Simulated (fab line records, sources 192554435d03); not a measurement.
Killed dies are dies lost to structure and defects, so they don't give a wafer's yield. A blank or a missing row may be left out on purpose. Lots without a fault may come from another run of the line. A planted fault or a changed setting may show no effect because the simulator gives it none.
Which tool did it? | flow n5_finfet | 24 lots, 72 wafers sampled, at 6 steps of a route of 1938

WHAT THE GAUGES READ, wafer by wafer
The record holds no reading of a measuring or inspecting step that can be judged against a usual standard deviation.

WHICH TOOL RAN EACH LOT (tool, then ch and the chambers of the sampled wafers, then the start)
lot  | N5_STI_FIN_REVEAL_STRIP_24        | N5_STI_FIN_REVEAL_OXIDATION_31      | N5_STI_FIN_REVEAL_OXIDATION_33      | N5_DUMMY_GATE_CMP_04         | N5_SD_EPI_P_ETCH_16               | N5_ILD0_CMP_07
L074 | rie_diel-04 ch 0,2,3, day 2 11:05 | plasma_asher-01 ch 0,1, day 2 13:34 | plasma_asher-02 ch 0,1, day 2 13:55 | cmp-01 ch 0,1,2, day 2 19:17 | rie_diel-02 ch 0,1,3, day 3 08:01 | cmp-01 ch 0,3, day 3 14:39
L075 | rie_diel-03 ch 0,3, day 2 17:09   | plasma_asher-01 ch 0,1, day 2 19:35 | plasma_asher-01 ch 0,1, day 2 19:56 | cmp-02 ch 1,2, day 3 01:59   | rie_diel-02 ch 0,1,3, day 3 14:01 | cmp-04 ch 1,2,3, day 3 21:38
L076 | rie_diel-04 ch 0,1,2, day 3 00:30 | plasma_asher-02 ch 0,1, day 3 02:54 | plasma_asher-02 ch 0,1, day 3 03:17 | cmp-02 ch 0,2, day 3 07:44   | rie_diel-02 ch 0,1, day 3 19:59   | cmp-03 ch 0,1, day 4 03:09
L077 | rie_diel-04 ch 0,1, day 3 06:14   | plasma_asher-02 ch 0,1, day 3 08:37 | plasma_asher-01 ch 0,1, day 3 08:58 | cmp-01 ch 0,3, day 3 13:13   | rie_diel-06 ch 0,1,2, day 4 03:51 | cmp-03 ch 0,1,2, day 4 11:23
L078 | rie_diel-04 ch 1,2,3, day 3 09:51 | plasma_asher-02 ch 1, day 3 12:13   | plasma_asher-02 ch 0,1, day 3 12:34 | cmp-01 ch 1,2,3, day 3 16:52 | rie_diel-02 ch 0,2,3, day 4 06:05 | cmp-03 ch 0,2, day 4 12:47
L079 | rie_diel-05 ch 1, day 3 15:50     | plasma_asher-02 ch 0, day 3 18:16   | plasma_asher-01 ch 0,1, day 3 18:37 | cmp-01 ch 0,1,3, day 3 23:24 | rie_diel-06 ch 1,3, day 4 11:35   | cmp-01 ch 0,2,3, day 4 18:27
L080 | rie_diel-03 ch 0,2,3, day 3 20:51 | plasma_asher-02 ch 0,1, day 3 23:14 | plasma_asher-01 ch 0,1, day 3 23:35 | cmp-02 ch 1,2,3, day 4 04:51 | rie_diel-01 ch 1,2,3, day 4 17:18 | cmp-04 ch 2,3, day 5 00:31
L081 | rie_diel-03 ch 0,1,3, day 4 03:31 | plasma_asher-01 ch 0,1, day 4 05:56 | plasma_asher-01 ch 0,1, day 4 06:17 | cmp-03 ch 0,3, day 4 10:31   | rie_diel-01 ch 0,1,2, day 5 01:37 | cmp-01 ch 1,2, day 5 08:49
L082 | rie_diel-04 ch 0,1, day 4 11:51   | plasma_asher-01 ch 0,1, day 4 14:22 | plasma_asher-01 ch 0,1, day 4 14:58 | cmp-03 ch 0,1, day 4 20:10   | rie_diel-06 ch 1,2, day 5 09:27   | cmp-04 ch 1,3, day 5 16:04
L083 | rie_diel-03 ch 0,3, day 4 18:34   | plasma_asher-01 ch 0,1, day 4 21:15 | plasma_asher-01 ch 0,1, day 4 21:37 | cmp-03 ch 0,1,2, day 5 02:30 | rie_diel-02 ch 0,1, day 5 16:31   | cmp-01 ch 1,2,3, day 5 23:59
L084 | rie_diel-04 ch 1,2,3, day 4 22:38 | plasma_asher-01 ch 0,1, day 5 01:22 | plasma_asher-01 ch 0,1, day 5 01:47 | cmp-01 ch 0,1,2, day 5 07:05 | rie_diel-06 ch 0,1, day 5 19:17   | cmp-01 ch 1,2, day 6 02:13
L085 | rie_diel-04 ch 0,2, day 5 05:05   | plasma_asher-01 ch 0,1, day 5 07:26 | plasma_asher-02 ch 0,1, day 5 07:47 | cmp-02 ch 0,2,3, day 5 12:11 | rie_diel-02 ch 0,1,3, day 6 00:46 | cmp-03 ch 0,2,3, day 6 07:30
L086 | rie_diel-05 ch 0,3, day 5 10:02   | plasma_asher-01 ch 0,1, day 5 12:25 | plasma_asher-01 ch 0,1, day 5 12:46 | cmp-03 ch 0,2, day 5 17:02   | rie_diel-01 ch 0,2, day 6 05:09   | cmp-01 ch 0,1,3, day 6 12:13
L087 | rie_diel-04 ch 0,2,3, day 5 16:02 | plasma_asher-02 ch 0,1, day 5 18:25 | plasma_asher-01 ch 0,1, day 5 18:46 | cmp-02 ch 0,1,3, day 5 23:04 | rie_diel-02 ch 0,1,3, day 6 11:10 | cmp-04 ch 0,2,3, day 6 19:14
L088 | rie_diel-05 ch 0,2,3, day 6 00:24 | plasma_asher-02 ch 0,1, day 6 02:46 | plasma_asher-01 ch 0, day 6 03:07   | cmp-02 ch 0,1,2, day 6 07:22 | rie_diel-06 ch 2,3, day 6 20:43   | cmp-01 ch 2,3, day 7 05:41
L089 | rie_diel-04 ch 0,2,3, day 6 03:30 | plasma_asher-02 ch 0,1, day 6 05:54 | plasma_asher-02 ch 0,1, day 6 06:15 | cmp-02 ch 1,3, day 6 12:17   | rie_diel-02 ch 2,3, day 7 01:25   | cmp-01 ch 0,1,3, day 7 09:16
L090 | rie_diel-04 ch 0,1,3, day 6 08:58 | plasma_asher-01 ch 0,1, day 6 11:23 | plasma_asher-01 ch 0,1, day 6 11:44 | cmp-02 ch 1,3, day 6 15:56   | rie_diel-06 ch 0,3, day 7 04:18   | cmp-01 ch 0,1, day 7 11:39
L091 | rie_diel-03 ch 0,2,3, day 6 16:26 | plasma_asher-02 ch 0,1, day 6 18:48 | plasma_asher-01 ch 0,1, day 6 19:09 | cmp-02 ch 0,3, day 6 23:48   | rie_diel-06 ch 0,3, day 7 12:11   | cmp-01 ch 0,1, day 7 20:17
L092 | rie_diel-03 ch 0,2,3, day 6 21:27 | plasma_asher-01 ch 0,1, day 6 23:50 | plasma_asher-02 ch 0,1, day 7 00:12 | cmp-02 ch 0,1,3, day 7 04:59 | rie_diel-02 ch 0,2,3, day 7 20:53 | cmp-01 ch 0,2,3, day 8 03:37
L093 | rie_diel-03 ch 0,3, day 7 05:29   | plasma_asher-02 ch 0,1, day 7 07:52 | plasma_asher-02 ch 0,1, day 7 08:13 | cmp-01 ch 0,1, day 7 12:53   | rie_diel-01 ch 0,1,3, day 8 01:18 | cmp-03 ch 0,3, day 8 08:29
L094 | rie_diel-03 ch 1,2, day 7 11:38   | plasma_asher-01 ch 0,1, day 7 14:00 | plasma_asher-02 ch 0,1, day 7 14:21 | cmp-01 ch 0,2,3, day 7 19:29 | rie_diel-06 ch 1,2, day 8 07:32   | cmp-03 ch 2,3, day 8 14:26
L095 | rie_diel-04 ch 0,1,3, day 7 19:39 | plasma_asher-01 ch 0, day 7 22:01   | plasma_asher-01 ch 0,1, day 7 22:22 | cmp-02 ch 0,1,2, day 8 02:40 | rie_diel-06 ch 1,2, day 8 17:36   | cmp-01 ch 0,2,3, day 9 01:34
L096 | rie_diel-05 ch 0,2, day 8 02:15   | plasma_asher-02 ch 0,1, day 8 04:38 | plasma_asher-01 ch 0,1, day 8 04:59 | cmp-03 ch 0,2,3, day 8 12:28 | rie_diel-06 ch 2,3, day 9 02:25   | cmp-04 ch 1,3, day 9 09:13
L097 | rie_diel-04 ch 1,2, day 8 06:11   | plasma_asher-02 ch 0,1, day 8 08:33 | plasma_asher-02 ch 0,1, day 8 08:55 | cmp-01 ch 2,3, day 8 13:22   | rie_diel-06 ch 1,3, day 9 01:30   | cmp-04 ch 0,1,3, day 9 08:40
- N5_STI_FIN_REVEAL_STRIP_24: strips in N2/H2, time 90 s.
- N5_STI_FIN_REVEAL_OXIDATION_31: chemistry O2 PLASMA REMOTE, time 20 s.
- N5_STI_FIN_REVEAL_OXIDATION_33: chemistry O2 PLASMA REMOTE, time 20 s.
- N5_DUMMY_GATE_CMP_04: polishes a-Si.
- N5_SD_EPI_P_ETCH_16: etches SiO2 in CHF3/O2, target depth 5 nm.
- N5_ILD0_CMP_07: polishes SiO2 flowable, stops on poly-Si, t overpolish 1.18 s, target thk 138.88 nm.

WHAT THE TOOLS THEMSELVES READ (means of the sampled wafers that have a number; where no wafer has one, the mark that the record gives instead)
N5_STI_FIN_REVEAL_STRIP_24. Usual: drypump_motor_current_A 5.9 A, standard deviation 0.36; oes_product_au 0.77 a.u., standard deviation 0.078; rf_vpp_V 45.5 V, standard deviation 0.86; showerhead_plenum_p_Torr 3.44 Torr, standard deviation 0.088; throttle_valve_pct 12.29 %, standard deviation 0.29.
lot  | tool        | drypump_motor_current_A (A) | oes_product_au (a.u.) | rf_vpp_V (V) | showerhead_plenum_p_Torr (Torr) | throttle_valve_pct (%) | flag
L074 | rie_diel-04 | 6.2                         | 0.78                  | 46.2         | 3.44                            | 12.40                  |
L075 | rie_diel-03 | 5.6                         | 0.74                  | 44.8         | 3.42                            | 12.42                  |
L076 | rie_diel-04 | 6.3                         | 0.75                  | 45.9         | 3.46                            | 12.44                  |
L077 | rie_diel-04 | 6.3                         | 0.73                  | 45.5         | 3.50                            | 12.34                  |
L078 | rie_diel-04 | 6.2                         | 0.77                  | 44.9         | 3.43                            | 12.46                  |
L079 | rie_diel-05 | 5.5                         | 0.74                  | 46.2         | 3.53                            | 12.30                  |
L080 | rie_diel-03 | 5.7                         | 0.81                  | 46.0         | 3.48                            | 12.20                  |
L081 | rie_diel-03 | 5.5                         | 0.74                  | 45.9         | 3.37                            | 12.26                  |
L082 | rie_diel-04 | 6.4                         | 0.71                  | 46.1         | 3.49                            | 12.43                  |
L083 | rie_diel-03 | 5.6                         | 0.71                  | 45.4         | 3.44                            | 12.48                  |
L084 | rie_diel-04 | 6.3                         | 0.74                  | 45.1         | 3.42                            | 12.49                  |
L085 | rie_diel-04 | 6.2                         | 0.74                  | 46.2         | 3.46                            | 12.44                  |
L086 | rie_diel-05 | 5.8                         | 0.90                  | 45.5         | 3.39                            | 11.82                  |
L087 | rie_diel-04 | 6.2                         | 0.76                  | 45.3         | 3.42                            | 12.48                  |
L088 | rie_diel-05 | 5.6                         | 0.89                  | 44.7         | 3.43                            | 11.87                  |
L089 | rie_diel-04 | 6.2                         | 0.76                  | 45.3         | 3.42                            | 12.48                  |
L090 | rie_diel-04 | 6.4                         | 0.73                  | 45.3         | 3.44                            | 12.45                  |
L091 | rie_diel-03 | 5.7                         | 0.78                  | 45.4         | 3.47                            | 12.25                  |
L092 | rie_diel-03 | 5.7                         | 0.78                  | 46.0         | 3.47                            | 12.25                  |
L093 | rie_diel-03 | 5.6                         | 0.72                  | 45.9         | 3.40                            | 12.50                  |
L094 | rie_diel-03 | 5.7                         | 0.85                  | 45.0         | 3.46                            | 11.84                  |
L095 | rie_diel-04 | 6.3                         | 0.71                  | 45.0         | 3.44                            | 12.48                  |
L096 | rie_diel-05 | 5.6                         | 0.86                  | 45.2         | 3.52                            | 11.85                  |
L097 | rie_diel-04 | 6.4                         | 0.70                  | 45.1         | 3.43                            | 12.60                  |

N5_STI_FIN_REVEAL_OXIDATION_31. Usual: drypump_motor_current_A 5.62 A, standard deviation 0.23; heater_power_w 150 W, standard deviation 12.
lot  | tool            | drypump_motor_current_A (A) | heater_power_w (W) | flag
L074 | plasma_asher-01 | 5.80                        | 154                |
L075 | plasma_asher-01 | 5.80                        | 148                |
L076 | plasma_asher-02 | 5.37                        | 156                |
L077 | plasma_asher-02 | 5.36                        | 154                |
L078 | plasma_asher-02 | 5.67                        | 133                |
L079 | plasma_asher-02 | 5.22                        | 164                |
L080 | plasma_asher-02 | 5.54                        | 142                |
L081 | plasma_asher-01 | 5.78                        | 149                |
L082 | plasma_asher-01 | 5.79                        | 151                |
L083 | plasma_asher-01 | 5.77                        | 149                |
L084 | plasma_asher-01 | 5.76                        | 148                |
L085 | plasma_asher-01 | 5.78                        | 150                |
L086 | plasma_asher-01 | 5.77                        | 149                |
L087 | plasma_asher-02 | 5.53                        | 145                |
L088 | plasma_asher-02 | 5.39                        | 153                |
L089 | plasma_asher-02 | 5.55                        | 144                |
L090 | plasma_asher-01 | 5.81                        | 153                |
L091 | plasma_asher-02 | 5.39                        | 157                |
L092 | plasma_asher-01 | 5.79                        | 149                |
L093 | plasma_asher-02 | 5.39                        | 153                |
L094 | plasma_asher-01 | 5.80                        | 151                |
L095 | plasma_asher-01 | 5.82                        | 152                |
L096 | plasma_asher-02 | 5.54                        | 146                |
L097 | plasma_asher-02 | 5.39                        | 157                |

N5_STI_FIN_REVEAL_OXIDATION_33. Usual: drypump_motor_current_A 5.66 A, standard deviation 0.22; heater_power_w 150 W, standard deviation 11.
lot  | tool            | drypump_motor_current_A (A) | heater_power_w (W) | flag
L074 | plasma_asher-02 | 5.38                        | 154                |
L075 | plasma_asher-01 | 5.78                        | 150                |
L076 | plasma_asher-02 | 5.37                        | 156                |
L077 | plasma_asher-01 | 5.80                        | 150                |
L078 | plasma_asher-02 | 5.38                        | 159                |
L079 | plasma_asher-01 | 5.77                        | 152                |
L080 | plasma_asher-01 | 5.80                        | 151                |
L081 | plasma_asher-01 | 5.77                        | 149                |
L082 | plasma_asher-01 | 5.80                        | 152                |
L083 | plasma_asher-01 | 5.77                        | 150                |
L084 | plasma_asher-01 | 5.77                        | 148                |
L085 | plasma_asher-02 | 5.38                        | 157                |
L086 | plasma_asher-01 | 5.76                        | 149                |
L087 | plasma_asher-01 | 5.81                        | 151                |
L088 | plasma_asher-01 | 5.83                        | 153                |
L089 | plasma_asher-02 | 5.54                        | 145                |
L090 | plasma_asher-01 | 5.77                        | 149                |
L091 | plasma_asher-01 | 5.76                        | 153                |
L092 | plasma_asher-02 | 5.52                        | 144                |
L093 | plasma_asher-02 | 5.52                        | 144                |
L094 | plasma_asher-02 | 5.53                        | 143                |
L095 | plasma_asher-01 | 5.78                        | 150                |
L096 | plasma_asher-01 | 5.78                        | 151                |
L097 | plasma_asher-02 | 5.40                        | 158                |

N5_DUMMY_GATE_CMP_04. Usual: motor_current_A 9.8 A, standard deviation 0.74; time_to_endpoint_s 13.8 s, standard deviation 2.
lot  | tool   | motor_current_A (A) | time_to_endpoint_s (s) | flag
L074 | cmp-01 | 9.6                 | 11.8                   |
L075 | cmp-02 | 10.5                | 13.2                   |
L076 | cmp-02 | 8.8                 | 13.9                   |
L077 | cmp-01 | 9.8                 | 16.6                   |
L078 | cmp-01 | 9.7                 | 13.6                   |
L079 | cmp-01 | 9.9                 | 15.4                   |
L080 | cmp-02 | 10.3                | 12.7                   |
L081 | cmp-03 | 10.8                | 14.6                   |
L082 | cmp-03 | 10.1                | 14.0                   |
L083 | cmp-03 | 10.1                | 16.8                   |
L084 | cmp-01 | 9.5                 | 15.2                   |
L085 | cmp-02 | 9.4                 | 14.0                   |
L086 | cmp-03 | 10.4                | 14.5                   |
L087 | cmp-02 | 9.7                 | 12.6                   |
L088 | cmp-02 | 9.5                 | 13.2                   |
L089 | cmp-02 | 10.5                | 12.1                   |
L090 | cmp-02 | 10.3                | 15.4                   |
L091 | cmp-02 | 8.8                 | 13.4                   |
L092 | cmp-02 | 9.9                 | 12.5                   |
L093 | cmp-01 | 9.6                 | 15.6                   |
L094 | cmp-01 | 9.7                 | 15.3                   |
L095 | cmp-02 | 9.4                 | 12.5                   |
L096 | cmp-03 | 10.2                | 8.8                    |
L097 | cmp-01 | 9.7                 | 14.6                   |

N5_SD_EPI_P_ETCH_16. Usual: O2_flow_sccm 4.998 sccm, standard deviation 0.016; drypump_motor_current_A 5.8 A, standard deviation 0.41; oes_product_au 0.79 a.u., standard deviation 0.099; rf_vpp_V 523 V, standard deviation 6.2; showerhead_plenum_p_Torr 2.40 Torr, standard deviation 0.069; throttle_valve_pct 18.82 %, standard deviation 0.21.
lot  | tool        | O2_flow_sccm (sccm) | drypump_motor_current_A (A) | oes_product_au (a.u.) | rf_vpp_V (V) | showerhead_plenum_p_Torr (Torr) | throttle_valve_pct (%) | flag
L074 | rie_diel-02 | 5.019               | 5.8                         | 0.72                  | 521          | 2.43                            | 18.99                  |
L075 | rie_diel-02 | 4.980               | 5.8                         | 0.72                  | 521          | 2.42                            | 18.99                  |
L076 | rie_diel-02 | 4.976               | 6.0                         | 0.71                  | 519          | 2.39                            | 19.09                  |
L077 | rie_diel-06 | 4.992               | 6.0                         | 0.77                  | 527          | 2.44                            | 18.83                  |
L078 | rie_diel-02 | 5.001               | 5.8                         | 0.72                  | 522          | 2.42                            | 18.98                  |
L079 | rie_diel-06 | 4.993               | 6.1                         | 0.91                  | 527          | 2.43                            | 18.66                  |
L080 | rie_diel-01 | 4.996               | 5.2                         | 0.81                  | 521          | 2.33                            | 18.57                  |
L081 | rie_diel-01 | 4.985               | 5.5                         | 0.80                  | 523          | 2.40                            | 18.72                  |
L082 | rie_diel-06 | 4.995               | 5.9                         | 0.77                  | 528          | 2.44                            | 18.73                  |
L083 | rie_diel-02 | 4.984               | 6.0                         | 0.70                  | 518          | 2.39                            | 19.12                  |
L084 | rie_diel-06 | 5.000               | 6.1                         | 0.75                  | 526          | 2.43                            | 18.95                  |
L085 | rie_diel-02 | 4.995               | 5.9                         | 0.70                  | 521          | 2.42                            | 19.02                  |
L086 | rie_diel-01 | 5.001               | 5.2                         | 0.81                  | 526          | 2.41                            | 18.74                  |
L087 | rie_diel-02 | 5.013               | 5.8                         | 0.70                  | 520          | 2.42                            | 19.02                  |
L088 | rie_diel-06 | 5.002               | 5.7                         | 0.76                  | 522          | 2.38                            | 18.67                  |
L089 | rie_diel-02 | 4.991               | 5.7                         | 0.79                  | 524          | 2.44                            | 18.86                  |
L090 | rie_diel-06 | 5.003               | 5.8                         | 0.96                  | 519          | 2.37                            | 18.56                  |
L091 | rie_diel-06 | 4.995               | 5.8                         | 0.95                  | 519          | 2.36                            | 18.59                  |
L092 | rie_diel-02 | 5.001               | 5.8                         | 0.78                  | 521          | 2.41                            | 18.89                  |
L093 | rie_diel-01 | 4.999               | 5.4                         | 0.78                  | 524          | 2.39                            | 18.76                  |
L094 | rie_diel-06 | 5.001               | 6.0                         | 0.76                  | 528          | 2.44                            | 18.75                  |
L095 | rie_diel-06 | 4.998               | 6.3                         | 0.81                  | 533          | 2.49                            | 18.82                  |
L096 | rie_diel-06 | 5.024               | 5.8                         | 0.80                  | 521          | 2.36                            | 18.65                  |
L097 | rie_diel-06 | 4.993               | 6.1                         | 0.85                  | 527          | 2.41                            | 18.71                  |

N5_ILD0_CMP_07. Usual: motor_current_A 12.4 A, standard deviation 1.2; platen_rpm 51.80 rpm, standard deviation 0.036.
lot  | tool   | motor_current_A (A) | platen_rpm (rpm) | flag
L074 | cmp-01 | 11.8                | 51.77            |
L075 | cmp-04 | 12.1                | 51.84            |
L076 | cmp-03 | 12.3                | 51.77            |
L077 | cmp-03 | 12.6                | 51.82            |
L078 | cmp-03 | 12.2                | 51.81            |
L079 | cmp-01 | 11.9                | 51.77            |
L080 | cmp-04 | 11.2                | 51.82            |
L081 | cmp-01 | 11.7                | 51.85            |
L082 | cmp-04 | 12.4                | 51.79            |
L083 | cmp-01 | 11.8                | 51.79            |
L084 | cmp-01 | 11.6                | 51.79            |
L085 | cmp-03 | 12.7                | 51.80            |
L086 | cmp-01 | 12.0                | 51.78            |
L087 | cmp-04 | 13.0                | 51.81            |
L088 | cmp-01 | 12.0                | 51.77            |
L089 | cmp-01 | 12.0                | 51.83            |
L090 | cmp-01 | 11.8                | 51.79            |
L091 | cmp-01 | 11.7                | 51.79            |
L092 | cmp-01 | 12.0                | 51.78            |
L093 | cmp-03 | 13.0                | 51.80            |
L094 | cmp-03 | 13.0                | 51.76            |
L095 | cmp-01 | 11.9                | 51.78            |
L096 | cmp-04 | 12.1                | 51.83            |
L097 | cmp-04 | 13.7                | 51.77            |

THE ANSWER, worked out from the rows above alone
Rule: a lot is off if the mean of its wafers that have a number lies more than 3 standard deviations from the usual mean. A lot without any number at a reading at which 4 lots or more have one is off too. The other lots that the step has rows for count as sound. The gauges are gone through in route order, then the tools' own readings, and for those a lot's mean is taken as printed above. The first step at which some lot is off is used, and at that step the reading that is off furthest; a lot without a number counts as furthest.
No lot is off at any reading shown: from this, nothing can be told.

WHAT THE SIMULATOR HAD PUT IN
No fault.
